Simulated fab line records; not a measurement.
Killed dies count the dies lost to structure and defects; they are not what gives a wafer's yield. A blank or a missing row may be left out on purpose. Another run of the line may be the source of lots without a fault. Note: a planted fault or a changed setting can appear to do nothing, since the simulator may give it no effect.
fab line records    flow n5Finfet    part 2 of 2: steps 24 to 28 of 28
[record] lots = 7  wafers = 21  lastDay = 20
route steps=1938 shown BEOL_M0_SAQP@641 BEOL_M4@1111
lots that met no fault: taken from a fault-free run of the same line
startH: start of the lot's first displayed wafer, in hours after the record's first day    waitH: hours elapsed since this lot's preceding step    " unchanged from the row above    L1.1+2: several wafers, shown together as one row    - either no value or no given start    * or withheld: withheld    < > ~ a bound
route shown NAME@n: NAME is a module with steps in the file, n the number in the route of the first one    usual: the fault-free wafers' mean and standard deviation    same: alike in all rows    chamber/n: place in a boat    sites: per-site readings    _std_site: their standard deviation    _edge_site: the outer-site mean with the inner-site mean subtracted    radiusMm: how far each site lies from the wafer's centre    mask NAME#n: copy n    behind: tool/chamber where the wafer was last shaped    hold: why the lot went on hold/how many hours it stayed there/how the hold came to an end    device: transistor that didn't switch, given as n, p or np    end of line: the same wafers' tests at the end of the route    a step with no rows: only its recipe    killed: at the first sort, the dies lost to defects and structure; wafer yield is something else    map: per-die view of a wafer (x killed, . not killed, _ where there is no die)
set.NAME: the setting the step ran with; set.NAME@STEP: the setting that earlier step ran with    model.NAME: the simulator's own value behind a step, which no gauge read
certain route steps with their lots: each step a table, each wafer a row
services: the hour from which a tool's chamber was out of use, counted from the record's first day as startH (under 0 if before that day), plus the number of hours and why
[[steps]]
[step N5_BEOL_M0_SAQP_SPACER1_ETCHBACK_99]
[recipe] chemistry = CHF3/O2  mode = anisotropicEtchback  target = SiO2  targetDepthA = 154  timeS = 7.7  pressureMtorr = 30  sourceW = 650  biasW = 170  Ar_flow_sccm = 200  CHF3_flow_sccm = 50  O2_flow_sccm = 5  ionEnergyEv = 200
[usual] drypumpMotorCurrentA = 5.8/0.3  oesProductAu = 0.76/0.08  rfVppV = 524/3.9  showerheadPlenumPTorr = 2.41/0.079  throttleValvePct = 19.01/0.18
lot.wafer  tool        chamber  startH  waitH  drypumpMotorCurrentA  oesProductAu  rfHoursCounterH  rfVppV  showerheadPlenumPTorr  throttleValvePct
L711.3     rieDiel-03  1        125.57  0.3    5.8                   0.73          165              520     2.41                   19.23
L711.5     "           3        "       "      5.5                   0.73          -                527     2.51                   19.04
L711.6     "           0        "       "      5.9                   0.84          -                525     2.53                   18.88
L716.2     rieDiel-03  2        150.72  0.3    5.7                   0.26          197              524     2.31                   18.94
L716.4     "           0        "       "      6.0                   0.31          83               525     2.53                   18.77
L716.5     "           2        "       "      5.7                   0.26          -                525     2.31                   18.94
L717.2     rieDiel-03  0        181.23  0.3    6.0                   0.30          96               525     2.52                   18.80
L717.5     "           2        "       "      5.7                   0.27          -                525     2.30                   18.95
L717.6     "           3        "       "      5.4                   0.27          -                528     2.50                   18.95
L718.2     rieDiel-02  3        182.19  0.4    5.9                   0.28          179              515     2.30                   18.71
L718.3     "           1        "       "      5.6                   0.28          158              519     2.31                   18.99
L718.5     "           3        "       "      5.9                   0.27          -                513     2.30                   18.70
L723.1     rieDiel-05  2        226.00  0.3    6.2                   0.94          12               525     2.37                   18.86
L723.3     "           3        "       "      6.4                   0.76          154              528     2.41                   19.21
L723.6     "           0        "       "      5.8                   0.68          -                523     2.39                   18.75
L730.3     rieDiel-03  3        289.93  0.3    5.4                   0.68          205              527     2.49                   19.10
L730.5     "           1        "       "      5.7                   0.69          -                518     2.39                   19.31
L730.6     "           2        "       "      5.7                   0.68          -                525     2.29                   19.11
L729.2     rieDiel-02  3        290.19  0.3    5.9                   0.72          203              513     2.29                   18.87
L729.3     "           0        "       "      4.8                   0.94          25               523     2.45                   18.81
L729.6     "           2        "       "      6.0                   0.83          -                522     2.34                   18.95
[step N5_BEOL_M0_SAQP_MANDREL1_REMOVE_100]
[recipe] chemistry = HBr/Cl2/O2  btTimeS = 10  target = a-Si  stopOn = SiNx  endpoint = OES-SiCl  overEtchFrac = 0.85  icpW = 600  biasW = 30  HBr_flow_sccm = 150  Cl2_flow_sccm = 80  O2_flow_sccm = 5  pressureMtorr = 10
[usual] drypumpMotorCurrentA = 5.5/0.54  oesProductAu = 1.001/0.017  throttleValvePct = 36.8/0.32
lot.wafer  tool      chamber  startH  waitH  drypumpMotorCurrentA  oesProductAu  rfHoursCounterH  throttleValvePct
L711.3     rieSi-03  2        125.66  0.1    6.7                   1.004         188              36.3
L711.5     "         2        "       "      6.7                   1.022         -                36.3
L711.6     "         1        "       "      6.3                   1.016         -                36.8
L716.2     rieSi-05  0        150.81  0.1    5.7                   0.377         193              36.8
L716.4     "         1        "       "      5.0                   0.366         8                37.2
L716.5     "         2        "       "      5.2                   0.363         -                36.3
L717.2     rieSi-05  3        181.31  0.1    6.1                   0.365         68               36.9
L717.5     "         2        "       "      5.2                   0.366         -                36.3
L717.6     "         3        "       "      6.1                   0.380         -                36.9
L718.2     rieSi-06  3        182.28  0.1    5.6                   0.375         14               37.0
L718.3     "         0        "       "      5.0                   0.378         21               36.7
L718.5     "         3        "       "      5.5                   0.380         -                36.9
L723.1     rieSi-03  1        226.09  0.1    6.3                   1.005         162              36.8
L723.3     "         3        "       "      4.7                   1.010         1                37.3
L723.6     "         1        "       "      6.3                   1.006         -                36.8
L730.3     rieSi-06  3        290.02  0.1    5.6                   1.010         16               37.0
L730.5     "         2        "       "      5.7                   0.980         -                36.3
L730.6     "         3        "       "      5.6                   1.014         -                36.9
L729.2     rieSi-05  3        290.29  0.1    6.1                   0.993         70               36.9
L729.3     "         0        "       "      5.7                   0.992         2                36.8
L729.6     "         0        "       "      5.7                   0.987         -                36.8
[step N5_BEOL_M0_SAQP_CD_MEAS_25]
[recipe] targetCdNm = 13.1  landingEnergyEv = 1000  detector = seInlens
[usual] cdNm = 12.79/0.22
lot.wafer  tool      chamber  startH  waitH  cdNm
L711.3     cdSem-02  0        125.77  0.1    12.56
L711.5     "         0        "       "      12.82
L711.6     "         0        "       "      12.78
L716.2     cdSem-02  0        150.92  0.1    -
L716.4     "         0        "       "      -
L716.5     "         0        "       "      -
L717.2     cdSem-02  0        181.42  0.1    -
L717.5     "         0        "       "      -
L717.6     "         0        "       "      -
L718.2     cdSem-01  0        182.39  0.1    -
L718.3     "         0        "       "      -
L718.5     "         0        "       "      -
L723.1     cdSem-01  0        226.20  0.1    13.02
L723.3     "         0        "       "      13.14
L723.6     "         0        "       "      12.56
L730.3     cdSem-03  0        290.14  0.1    12.56
L730.5     "         0        "       "      12.77
L730.6     "         0        "       "      12.90
L729.2     cdSem-03  0        290.40  0.1    12.63
L729.3     "         0        "       "      13.02
L729.6     "         0        "       "      12.72
[step N5_BEOL_M0_SAQP_ETCH_101]
[recipe] chemistry = CH3F/O2  target = SiNx  maskMaterial = SiO2  targetDepthA = 299  timeS = 42.7  pressureMtorr = 30  sourceW = 395  biasW = 73  Ar_flow_sccm = 150  CH3F_flow_sccm = 30  O2_flow_sccm = 20  ionEnergyEv = 120
[usual] CH3F_flow_sccm = 30.00/0.084  O2_flow_sccm = 20.01/0.069  drypumpMotorCurrentA = 5.7/0.37  oesProductAu = 0.78/0.086  rfVppV = 296.8/2.6  showerheadPlenumPTorr = 1.99/0.064  throttleValvePct = 16.44/0.19
lot.wafer  tool        chamber  startH  waitH  CH3F_flow_sccm  O2_flow_sccm  drypumpMotorCurrentA  oesProductAu  rfHoursCounterH  rfVppV  showerheadPlenumPTorr  throttleValvePct
L711.3     rieDiel-03  2        125.84  0.1    29.93           20.03         5.7                   0.72          188              298.5   1.92                   16.52
L711.5     "           2        "       "      29.96           20.09         5.7                   0.71          -                297.9   1.92                   16.51
L711.6     "           1        "       "      29.96           20.04         5.7                   0.73          -                294.9   2.00                   16.70
L716.2     rieDiel-03  3        150.96  0.0    30.13           19.98         5.5                   0.70          168              297.7   2.08                   16.55
L716.4     "           2        "       "      29.95           19.93         5.7                   0.71          197              298.4   1.91                   16.53
L716.5     "           2        "       "      29.87           19.93         5.7                   0.71          -                298.1   1.91                   16.54
L717.2     rieDiel-05  2        181.46  0.0    30.08           20.01         6.2                   0.97          5                297.4   1.96                   16.29
L717.5     "           1        "       "      29.90           20.04         5.4                   0.89          -                298.8   2.04                   16.08
L717.6     "           2        "       "      30.09           20.05         6.2                   0.97          -                297.6   1.96                   16.28
L718.2     rieDiel-02  3        182.43  0.0    30.04           19.98         5.9                   0.74          179              291.4   1.91                   16.33
L718.3     "           1        "       "      30.05           20.10         5.6                   0.74          158              293.9   1.91                   16.59
L718.5     "           3        "       "      30.17           20.10         5.9                   0.74          -                291.9   1.91                   16.30
L723.1     rieDiel-03  1        226.24  0.0    30.02           19.96         5.7                   0.72          192              293.5   1.99                   16.75
L723.3     "           3        "       "      30.05           19.94         5.5                   0.70          186              299.8   2.08                   16.56
L723.6     "           0        "       "      30.02           20.09         5.9                   0.80          -                296.5   2.09                   16.36
L730.3     rieDiel-03  3        290.17  0.0    30.03           20.00         5.5                   0.68          205              299.5   2.07                   16.58
L730.5     "           2        "       "      30.06           19.95         5.6                   0.68          -                299.5   1.90                   16.59
L730.6     "           1        "       "      29.86           20.06         5.7                   0.70          -                295.5   1.99                   16.78
L729.2     rieDiel-02  0        290.44  0.0    30.11           20.02         4.8                   0.93          25               297.3   2.04                   16.23
L729.3     "           1        "       "      30.06           19.91         5.6                   0.73          184              294.2   1.90                   16.62
L729.6     "           1        "       "      30.08           19.90         5.6                   0.73          -                294.9   1.90                   16.62
[step N5_BEOL_M4_RC_MEAS_101]
[usual] DIBL_N = 36.5/1.2  DIBL_P = 36.5/1.6  IOFF_N = 0.162/0.023  IOFF_P = 0.221/0.03  ION_N = 678/8  ION_P = 466/6.3  SS_N = 71.6/0.46  SS_P = 73.3/0.57  VT_N = 249.2/2.6  VT_P = -249/3.3
lot.wafer  tool       chamber  startH  waitH  DIBL_N[mV/V]  DIBL_P[mV/V]  IOFF_N[nA/um]  IOFF_P[nA/um]  ION_N[uA/um]  ION_P[uA/um]  SS_N[mV/dec]  SS_P[mV/dec]  VT_N[mV]  VT_P[mV]
L711.3     prober-02  0        242.90  0.7    34.9          34.3          0.117          0.179          663           461           70.9          73.0          256.9     -254
L711.5     "          0        "       "      36.3          36.4          0.145          0.200          669           463           71.2          73.1          251.3     -253
L711.6     "          0        "       "      36.0          36.1          0.139          0.198          678           465           71.0          73.7          251.1     -252
L723.1     prober-02  0        290.96  0.2    35.6          35.1          0.150          0.209          672           462           72.1          73.4          247.5     -250
L723.3     "          0        "       "      35.9          36.2          0.153          0.231          677           468           71.6          73.4          248.8     -248
L723.6     "          0        "       "      35.7          36.0          0.147          0.218          673           466           71.4          72.4          252.4     -247
L730.3     prober-02  0        361.84  0.3    35.3          34.2          0.128          0.175          664           456           70.1          72.8          250.6     -257
L730.5     "          0        "       "      36.8          36.3          0.149          0.200          668           463           71.1          72.9          251.3     -252
L730.6     "          0        "       "      36.7          36.7          0.161          0.210          683           465           71.8          73.6          251.0     -253
L729.2     prober-01  0        364.69  0.2    38.4          36.8          0.175          0.215          679           463           72.2          73.7          247.2     -250
L729.3     "          0        "       "      36.3          34.5          0.132          0.182          666           456           71.5          73.0          251.7     -253
L729.6     "          0        "       "      36.9          35.7          0.151          0.199          680           465           71.8          73.7          248.9     -250
[[services]]
tool          chamber  startH  hours  kind
rieDiel-02    1        107.68  15.5   repair
rieDiel-02    2        107.69  2.9    repair
rieSi-03      -        109.49  0.4    repair
vaporEtch-01  -        112.66  2.8    pm
rieDiel-02    -        151.09  15.6   pm
rieDiel-05    -        153.22  28.1   pm
rieSi-06      2        177.57  1.4    repair
rieDiel-05    3        189.24  1.3    repair
aldSin-03     2        192.27  10.3   repair
aldSin-03     0        200.89  22.9   repair
rieDiel-05    -        207.38  2.6    repair
rieDiel-05    1        213.83  14.7   repair
rieSi-03      2        217.56  15.9   repair
rieDiel-05    -        217.62  0.7    repair
aldSin-03     2        222.71  13.7   repair
rieDiel-05    3        227.96  6.0    repair
rieDiel-05    1        229.85  2.6    repair
rieSi-05      0        238.69  2.3    repair
rieDiel-02    -        241.35  2.8    pm
rieDiel-05    0        249.90  1.2    repair
rieDiel-02    3        250.98  4.4    repair
rieDiel-03    3        251.86  6.5    repair
rieSi-06      -        273.30  4.0    pm
rieDiel-05    2        281.14  7.1    repair
[[key]]
[firstSign] step = N5_BEOL_M0_SAQP_ETCH_83  reading = toolRecord  direction = missing
[effect] step = N5_BEOL_M0_SAQP_ETCH_84  reading = oesProductAu  direction = down  sigmas = 5.1  usual = 0.70  struck = 0.31
[effect] step = N5_BEOL_M0_SAQP_HM_OPEN_112  reading = oesProductAu  direction = down  sigmas = 3.6  usual = 0.51  struck = 0.31
[effect] step = N5_BEOL_M0_SAQP_MANDREL_ETCH_20  reading = oesProductAu  direction = down  sigmas = 35  usual = 0.775  struck = 0.327
[effect] step = N5_BEOL_M0_SAQP_SPACER1_ETCHBACK_99  reading = oesProductAu  direction = down  sigmas = 6.1  usual = 0.76  struck = 0.28
[effect] step = N5_BEOL_M0_SAQP_MANDREL1_REMOVE_100  reading = oesProductAu  direction = down  sigmas = 37  usual = 1.001  struck = 0.372
[effect] step = N5_BEOL_M0_SAQP_CD_MEAS_25  reading = cdNm  direction = missing
[modelEffect] step = N5_BEOL_M0_SAQP_ETCH_83  value = CAR-ArF_of_BEOL_M0_SAQP_COAT_08.thkNm  without = 55.49  struck = 83.42
metAt N5_BEOL_M0_SAQP_ETCH_83
struckWafers L716.2,L716.4,L716.5,L717.2,L717.5,L717.6,L718.2,L718.3,L718.5
laterRowsLeftOut L716.2,L716.4,L716.5,L717.2,L717.5,L717.6,L718.2,L718.3,L718.5
sortLeftOut L716.2,L716.4,L716.5,L717.2,L717.5,L717.6,L718.2,L718.3,L718.5
[fault] kind = skippedStepWhole  tool = rieDiel-02,rieDiel-05  chamber = -  onsetH = 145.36  steps = N5_BEOL_M0_SAQP_ETCH_83  scope = struckLotsOnly
// sortLeftOut: the simulated sort isn't trusted on such a fault, so these wafers' sort isn't shown, and their yield isn't known
// laterRowsLeftOut: the simulator's readings of these wafers behind a module that went badly wrong aren't trusted and aren't shown, but for the sort
